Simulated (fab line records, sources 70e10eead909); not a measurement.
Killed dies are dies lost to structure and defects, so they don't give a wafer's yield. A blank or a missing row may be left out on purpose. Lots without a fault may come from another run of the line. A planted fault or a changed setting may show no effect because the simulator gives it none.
Which tool did it? | flow nand_harc | 6 lots, 17 wafers sampled, at 2 steps of a route of 1159

WHAT THE GAUGES READ, wafer by wafer
NHARC_P_ZERO_WELL_CD_MEAS_11: target cd 500 nm.
lot  | measured    | on        | cd_nm (nm)
L125 | day 1 19:21 | cd_sem-01 | 501.8 500.2 499.2
L127 | day 2 07:23 | cd_sem-03 | 500.5 502.6 503.1
L130 | day 3 01:07 | cd_sem-01 | 499.3 499.0 499.3
L134 | day 4 01:08 | cd_sem-03 | 501.0 500.1 502.0
L136 | day 4 13:16 | cd_sem-03 | 502.6 501.3 501.1
L146 | day 7 01:08 | cd_sem-03 | 500.3 505.7

WHICH TOOL RAN EACH LOT (tool, then ch and the chambers of the sampled wafers, then the start)
lot  | NHARC_P_ZERO_WELL_EXPOSE_08
L125 | krf_scanner-01 ch 0, day 1 19:12
L127 | krf_scanner-04 ch 0, day 2 07:14
L130 | krf_scanner-01 ch 0, day 3 00:58
L134 | krf_scanner-01 ch 0, day 4 00:58
L136 | krf_scanner-02 ch 0, day 4 13:07
L146 | krf_scanner-01 ch 0, day 7 00:59
- NHARC_P_ZERO_WELL_EXPOSE_08: exposes mask P ZERO, target cd 500 nm.

THE ANSWER, worked out from the rows above alone
Rule: what is usual is taken from the lots themselves. Put in order of their means at a reading, lots are off if they are a third of the lots or fewer, leave a main group of 4 or more, and stand apart from it by a gap of 3 or more times the standard deviation of the main group's means; of several such gaps the widest counts. A main group whose means are all the same, to the digits that the tables above print for the reading, isn't used. A lot without any number at a reading at which 4 lots or more have one is off too. The other lots that the step has rows for count as sound.
No lot is off at any reading shown: from this, nothing can be told.

WHAT THE SIMULATOR HAD PUT IN
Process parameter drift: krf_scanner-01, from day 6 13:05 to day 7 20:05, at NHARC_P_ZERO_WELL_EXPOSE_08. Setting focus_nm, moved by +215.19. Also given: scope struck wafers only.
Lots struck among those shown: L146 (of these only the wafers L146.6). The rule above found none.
